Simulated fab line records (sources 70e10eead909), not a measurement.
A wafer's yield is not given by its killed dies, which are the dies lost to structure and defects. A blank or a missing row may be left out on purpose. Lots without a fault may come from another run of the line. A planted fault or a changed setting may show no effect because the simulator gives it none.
Comparing a struck lot with a sound one	flow nand_harc	20 steps out of a route of 1302
Sound: these wafers, L912.2, L912.4, L912.6. Struck: wafer L916.5. (L916.2, L916.4 of the same lot were not struck and are left out.) The cause comes at the end.
For every step that has rows: the tool of each side, followed by ch and its chambers, followed by its first start. Under that, the readings that differ: sound wafers	struck wafers	difference of the means	sigmas: that difference in standard deviations of wafers without a fault.
alike: a reading whose means differ by less than 2 such deviations, as well as words and numbers matching on both sides. not compared: withheld readings; readings where some wafer has no value; bounds like >300 that might hide an equal value; numbers whose values overlap and for which the record gives no deviation.
A row with sigmas, a row that says differs or no value, or rows on one side alone: a step with any of these is where the two part. When numbers do not overlap yet have no deviation, they are printed without sigmas and do not part them. A reading missing from all wafers of one side parts the sides only when that side holds two or more wafers.

first, 2 steps without rows for these wafers: NHARC_A_CHANNEL_FILL_D1_ANNEAL_17 (time 1800 s); NHARC_A_CHANNEL_FILL_D1_CVD_18 (deposits poly-Si, target thk 3 nm).
NHARC_A_CHANNEL_FILL_D1_ETCHBACK_19: etches the open film in HBr/Cl2, target depth 5 nm, time 1.7 s.
  sound on rie_si-02 ch 0,1,3, day 9 16:59; struck on rie_si-03 ch 0, day 11 12:22
  alike: bias_w, drypump_motor_current_A, oes_product_au, throttle_valve_pct
  not compared: rf_hours_counter_h
NHARC_A_CHANNEL_FILL_D1_ETCHBACK_20: etches the open film in C4F8/O2/Ar, target depth 27 nm, time 13.5 s.
  sound on rie_diel-09 ch 0,2,3, day 9 17:06; struck on rie_diel-13 ch 1, day 11 12:31
  alike: bias_w, oes_product_au, rf_vpp_V
  not compared: rf_hours_counter_h
NHARC_A_CHANNEL_FILL_D1_STRIP_28: strips in O2, time 20 s.
  sound on rie_diel-09 ch 2,3, day 9 17:11; struck on rie_diel-13 ch 1, day 11 12:35
reading	sound	struck	difference	sigmas
mfc_ar_sccm (sccm)	0.028 0.036 0.036	0	+0	-2
  alike: drypump_motor_current_A, oes_product_au, rf_vpp_V, showerhead_plenum_p_Torr, throttle_valve_pct
  not compared: rf_hours_counter_h
then, 4 steps without rows for these wafers: NHARC_A_CHANNEL_FILL_D1_PRECLEAN_21 (cleans in dHF, time 30 s); NHARC_A_CHANNEL_FILL_D1_SRD_23; NHARC_A_CHANNEL_FILL_D1_CVD_05 (deposits poly-Si, target thk 5 nm); NHARC_A_CHANNEL_FILL_D1_ANNEAL_22 (time 7200 s).
NHARC_A_CHANNEL_FILL_D1_THK_MEAS_06: measures by ellipsometry.
  struck on film_metro-02, day 12 00:10; sound on film_metro-02, day 10 07:09
reading	sound	struck	difference	sigmas
thk_nm (nm)	3.2 3.9 4.4	5.8	+2.0	+2
NHARC_A_CHANNEL_FILL_D1_ALD_25: deposits SiOx, target thk 60 nm, pulse time 10 s, ald cycles 600.
  sound on ald_hk-02 ch 0,2,3, day 10 07:12; struck on ald_hk-03 ch 1, day 12 03:17
reading	sound	struck	difference	sigmas
heater_power_w (W)	408 535 536	425	-68	-2
  alike: precursor_pulse_height_rel
then, 1 step without rows for these wafers: NHARC_A_CHANNEL_FILL_D1_ETCHBACK_08 (etches the open film in C4F8, target depth 220 nm, time 110 s).
NHARC_A_CHANNEL_FILL_D1_STRIP_29: strips in O2, time 20 s.
  sound on rie_diel-10 ch 1,3, day 10 12:52; struck on rie_diel-13 ch 2, day 12 05:54
  alike: drypump_motor_current_A, mfc_ar_sccm, oes_product_au, rf_vpp_V, showerhead_plenum_p_Torr, throttle_valve_pct
  not compared: rf_hours_counter_h
then, 5 steps without rows for these wafers: NHARC_A_CHANNEL_FILL_D1_PRECLEAN_30 (cleans in dHF, time 30 s); NHARC_A_CHANNEL_FILL_D1_SRD_31; NHARC_A_CHANNEL_FILL_D1_CVD_09 (deposits poly-Si, target thk 150 nm, time 3000 s); NHARC_A_CHANNEL_FILL_D1_CMP_10 (polishes, target thk 150 nm); NHARC_A_CHANNEL_FILL_D1_SRD_12.
NHARC_A_DECK1_JOINT_ETCHBACK_07: etches the open film in HBr, target depth 105 nm, time 26.9 s.
  sound on rie_si-06 ch 0,3, day 10 19:42; struck on rie_si-04 ch 1, day 12 15:56
reading	sound	struck	difference	sigmas
hold	- - -	await_dispo/3.5h/release	no value on the sound wafers	
  alike: bias_w, drypump_motor_current_A, oes_product_au, throttle_valve_pct
  not compared: rf_hours_counter_h
-- record jumps: 13 days between struck wafers' starts before vs after; left off in module A_DECK1_JOINT, resumes in module END, first step shown is number 1302 of the route --
NHARC_END_SORT_01:
  here the record holds rows for the struck wafers (prober-02 ch 0, day 25 20:47) but none for the sound ones

## WHERE THEY PART
First at NHARC_A_CHANNEL_FILL_D1_STRIP_28; last, within this record, at NHARC_END_SORT_01.

WHY: what had been put in by the simulator
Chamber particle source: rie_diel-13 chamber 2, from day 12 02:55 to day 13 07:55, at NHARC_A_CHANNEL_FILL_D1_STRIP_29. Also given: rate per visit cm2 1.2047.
